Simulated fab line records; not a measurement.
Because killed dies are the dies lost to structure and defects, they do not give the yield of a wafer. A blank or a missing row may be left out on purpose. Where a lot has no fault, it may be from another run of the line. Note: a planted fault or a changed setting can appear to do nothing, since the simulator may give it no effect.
Chamber matching + flow n5-finfet + N5_BEOL_M1_ETCH_70 on rie-diel-03: 4 sister chambers
The step etches SOC in N2/H2, target depth 80 nm, overetch 16 nm, time 120 s. 14 wafers are shown with their chamber, then 7 later ones without.

== WAFERS, EACH WITH ITS CHAMBER ==
| wafer  | chamber | showerhead-plenum-p-Torr (Torr) | throttle-valve-pct (%) | drypump-motor-current-A (A) |
|--------|---------|---------------------------------|------------------------|-----------------------------|
| L074.3 | 3       | 2.54                            | 18.1                   | 5.1                         |
| L074.5 | 0       | 2.63                            | 18.2                   | 5.6                         |
| L074.6 | 3       | 2.54                            | 18.1                   | 5.0                         |
| L086.2 | 0       | 2.62                            | 18.2                   | 5.7                         |
| L086.3 | 2       | 2.59                            | 17.9                   | 5.3                         |
| L086.5 | 2       | 2.59                            | 17.9                   | 5.3                         |
| L087.1 | 2       | 2.59                            | 17.9                   | 5.3                         |
| L087.4 | 1       | 2.44                            | 18.2                   | 5.7                         |
| L087.5 | 0       | 2.62                            | 18.2                   | 5.6                         |
| L088.2 | 0       | 2.61                            | 18.2                   | 5.6                         |
| L088.4 | 2       | 2.59                            | 17.9                   | 5.3                         |
| L088.5 | 0       | 2.62                            | 18.3                   | 5.6                         |
| L089.1 | 3       | 2.53                            | 18.1                   | 5.1                         |
| L089.5 | 3       | 2.53                            | 18.1                   | 5.1                         |

SIGNATURES (averages over the wafers above)
| reading                  | chamber 0 | chamber 1 | chamber 2 | chamber 3 | scatter within a chamber |
|--------------------------|-----------|-----------|-----------|-----------|--------------------------|
| showerhead-plenum-p-Torr | 2.6200    | 2.4400    | 2.5900    | 2.5350    | 0.00548                  |
| throttle-valve-pct       | 18.220    | 18.200    | 17.900    | 18.100    | 0.0283                   |
| drypump-motor-current-A  | 5.620     | 5.700     | 5.300     | 5.075     | 0.0394                   |
Rule: for a wafer and a chamber, the distance is found by dividing, reading by reading, the gap between the wafer's reading and the chamber's mean by the reading's scatter, squaring, summing and taking the root. The wafer belongs to the nearest chamber; if the next one is less than 2 further off, it can't be placed. The scatter is the square root of a quotient: the sum, over the shown wafers, of each reading's squared deviation from its chamber's mean, divided by wafers minus chambers.

== WAFERS MISSING THEIR CHAMBER ==
| wafer  | showerhead-plenum-p-Torr (Torr) | throttle-valve-pct (%) | drypump-motor-current-A (A) |
|--------|---------------------------------|------------------------|-----------------------------|
| L089.6 | 2.59                            | 17.9                   | 5.3                         |
| L094.2 | 2.52                            | 18.1                   | 5.1                         |
| L094.4 | 2.61                            | 18.3                   | 5.6                         |
| L094.5 | 2.43                            | 18.2                   | 5.7                         |
| L096.1 | 2.61                            | 18.3                   | 5.6                         |
| L096.4 | 2.43                            | 18.2                   | 5.7                         |
| L096.5 | 2.43                            | 18.2                   | 5.7                         |

== CHAMBER TAKEN BY EACH ==
| wafer  | from the rows above | in truth |
|--------|---------------------|----------|
| L089.6 | 2                   | 2        |
| L094.2 | 3                   | 3        |
| L094.4 | 0                   | 0        |
| L094.5 | 1                   | 1        |
| L096.1 | 0                   | 0        |
| L096.4 | 1                   | 1        |
| L096.5 | 1                   | 1        |
Correct placement for 7 of the 7. Number that these rows cannot place: 0. Placed wrongly: 0.
